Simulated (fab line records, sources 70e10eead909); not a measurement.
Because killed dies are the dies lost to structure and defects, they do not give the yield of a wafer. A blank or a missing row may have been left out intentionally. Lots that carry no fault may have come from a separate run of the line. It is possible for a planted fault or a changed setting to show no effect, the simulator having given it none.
Matching of chambers / flow nand_harc / ald_hk-04 running NHARC_A_CHANNEL_FILL_D2_ALD_16: 4 sister chambers
The step deposits SiO2, target thk 1.5 nm, pulse time 10 s, ald cycles 15. 27 wafers are shown with their chamber, then 12 later ones without.

## WAFERS PAIRED WITH THEIR CHAMBERS
wafer=L074.1; chamber=0; heater_power_outer_w (W)=290; heater_power_w (W)=492; precursor_pulse_height_rel=1.015
wafer=L074.3; chamber=3; heater_power_outer_w (W)=263; heater_power_w (W)=461; precursor_pulse_height_rel=1.003
wafer=L074.4; chamber=1; heater_power_outer_w (W)=248; heater_power_w (W)=443; precursor_pulse_height_rel=0.976
wafer=L079.1; chamber=0; heater_power_outer_w (W)=285; heater_power_w (W)=498; precursor_pulse_height_rel=0.989
wafer=L079.4; chamber=1; heater_power_outer_w (W)=245; heater_power_w (W)=456; precursor_pulse_height_rel=1.028
wafer=L079.6; chamber=0; heater_power_outer_w (W)=278; heater_power_w (W)=504; precursor_pulse_height_rel=1.009
wafer=L080.1; chamber=2; heater_power_outer_w (W)=237; heater_power_w (W)=442; precursor_pulse_height_rel=1.000
wafer=L080.4; chamber=1; heater_power_outer_w (W)=248; heater_power_w (W)=453; precursor_pulse_height_rel=0.992
wafer=L080.5; chamber=1; heater_power_outer_w (W)=246; heater_power_w (W)=463; precursor_pulse_height_rel=1.016
wafer=L082.4; chamber=0; heater_power_outer_w (W)=282; heater_power_w (W)=496; precursor_pulse_height_rel=0.994
wafer=L082.5; chamber=2; heater_power_outer_w (W)=240; heater_power_w (W)=445; precursor_pulse_height_rel=1.010
wafer=L082.6; chamber=3; heater_power_outer_w (W)=263; heater_power_w (W)=469; precursor_pulse_height_rel=0.997
wafer=L083.3; chamber=0; heater_power_outer_w (W)=290; heater_power_w (W)=513; precursor_pulse_height_rel=1.006
wafer=L083.5; chamber=3; heater_power_outer_w (W)=261; heater_power_w (W)=464; precursor_pulse_height_rel=0.971
wafer=L083.6; chamber=2; heater_power_outer_w (W)=237; heater_power_w (W)=437; precursor_pulse_height_rel=1.024
wafer=L084.3; chamber=2; heater_power_outer_w (W)=239; heater_power_w (W)=451; precursor_pulse_height_rel=1.015
wafer=L084.4; chamber=1; heater_power_outer_w (W)=258; heater_power_w (W)=451; precursor_pulse_height_rel=1.024
wafer=L084.6; chamber=2; heater_power_outer_w (W)=239; heater_power_w (W)=423; precursor_pulse_height_rel=1.017
wafer=L085.1; chamber=1; heater_power_outer_w (W)=244; heater_power_w (W)=454; precursor_pulse_height_rel=0.961
wafer=L085.5; chamber=3; heater_power_outer_w (W)=262; heater_power_w (W)=470; precursor_pulse_height_rel=0.959
wafer=L085.6; chamber=2; heater_power_outer_w (W)=235; heater_power_w (W)=438; precursor_pulse_height_rel=1.033
wafer=L089.1; chamber=0; heater_power_outer_w (W)=276; heater_power_w (W)=496; precursor_pulse_height_rel=0.998
wafer=L089.2; chamber=3; heater_power_outer_w (W)=249; heater_power_w (W)=454; precursor_pulse_height_rel=0.982
wafer=L089.6; chamber=2; heater_power_outer_w (W)=239; heater_power_w (W)=429; precursor_pulse_height_rel=1.020
wafer=L090.2; chamber=0; heater_power_outer_w (W)=279; heater_power_w (W)=507; precursor_pulse_height_rel=1.025
wafer=L090.4; chamber=2; heater_power_outer_w (W)=234; heater_power_w (W)=431; precursor_pulse_height_rel=1.007
wafer=L090.5; chamber=0; heater_power_outer_w (W)=295; heater_power_w (W)=485; precursor_pulse_height_rel=0.998

SIGNATURES, as means of the wafers listed above
reading=heater_power_outer_w; chamber 0=284.38; chamber 1=248.17; chamber 2=237.50; chamber 3=259.60; scatter within a chamber=5.22
reading=heater_power_w; chamber 0=498.88; chamber 1=453.33; chamber 2=437.00; chamber 3=463.60; scatter within a chamber=8.11
reading=precursor_pulse_height_rel; chamber 0=1.00425; chamber 1=0.99950; chamber 2=1.01575; chamber 3=0.98240; scatter within a chamber=0.0172
Rule: for each reading, subtract the chamber's mean from the wafer's reading, divide by that reading's scatter and square the result; add these up over the readings and take the root, which gives the wafer's distance from the chamber. The wafer belongs to the nearest chamber; if the next one is less than 2 further off, it can't be placed. The scatter: the root of (the sum of the squares of (reading less its chamber's mean) over the shown wafers, divided by (wafers less chambers)).

## WAFERS WHOSE CHAMBER IS MISSING
wafer=L092.1; heater_power_outer_w (W)=244; heater_power_w (W)=438; precursor_pulse_height_rel=0.964
wafer=L092.4; heater_power_outer_w (W)=252; heater_power_w (W)=453; precursor_pulse_height_rel=1.017
wafer=L092.6; heater_power_outer_w (W)=281; heater_power_w (W)=494; precursor_pulse_height_rel=0.979
wafer=L093.2; heater_power_outer_w (W)=246; heater_power_w (W)=426; precursor_pulse_height_rel=0.982
wafer=L093.4; heater_power_outer_w (W)=247; heater_power_w (W)=453; precursor_pulse_height_rel=0.994
wafer=L093.6; heater_power_outer_w (W)=248; heater_power_w (W)=457; precursor_pulse_height_rel=0.988
wafer=L096.1; heater_power_outer_w (W)=289; heater_power_w (W)=499; precursor_pulse_height_rel=0.967
wafer=L096.3; heater_power_outer_w (W)=249; heater_power_w (W)=442; precursor_pulse_height_rel=0.994
wafer=L096.6; heater_power_outer_w (W)=237; heater_power_w (W)=438; precursor_pulse_height_rel=1.021
wafer=L097.1; heater_power_outer_w (W)=283; heater_power_w (W)=500; precursor_pulse_height_rel=1.027
wafer=L097.4; heater_power_outer_w (W)=243; heater_power_w (W)=445; precursor_pulse_height_rel=1.010
wafer=L097.5; heater_power_outer_w (W)=243; heater_power_w (W)=447; precursor_pulse_height_rel=0.979

## CHAMBER TAKEN BY EACH
wafer=L092.1; from the rows above=can't be placed: 1 or 2 or 3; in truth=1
wafer=L092.4; from the rows above=can't be placed: 1 or 3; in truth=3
wafer=L092.6; from the rows above=0; in truth=0
wafer=L093.2; from the rows above=can't be placed: 2 or 1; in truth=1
wafer=L093.4; from the rows above=1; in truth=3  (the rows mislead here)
wafer=L093.6; from the rows above=can't be placed: 1 or 3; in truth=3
wafer=L096.1; from the rows above=0; in truth=0
wafer=L096.3; from the rows above=can't be placed: 1 or 2 or 3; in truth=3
wafer=L096.6; from the rows above=2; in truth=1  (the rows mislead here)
wafer=L097.1; from the rows above=0; in truth=0
wafer=L097.4; from the rows above=can't be placed: 2 or 1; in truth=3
wafer=L097.5; from the rows above=can't be placed: 1 or 2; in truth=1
Correctly placed: 3 of 12. Not placeable from these rows: 7 (in 6, the candidates include the true chamber). Number placed wrongly: 2.
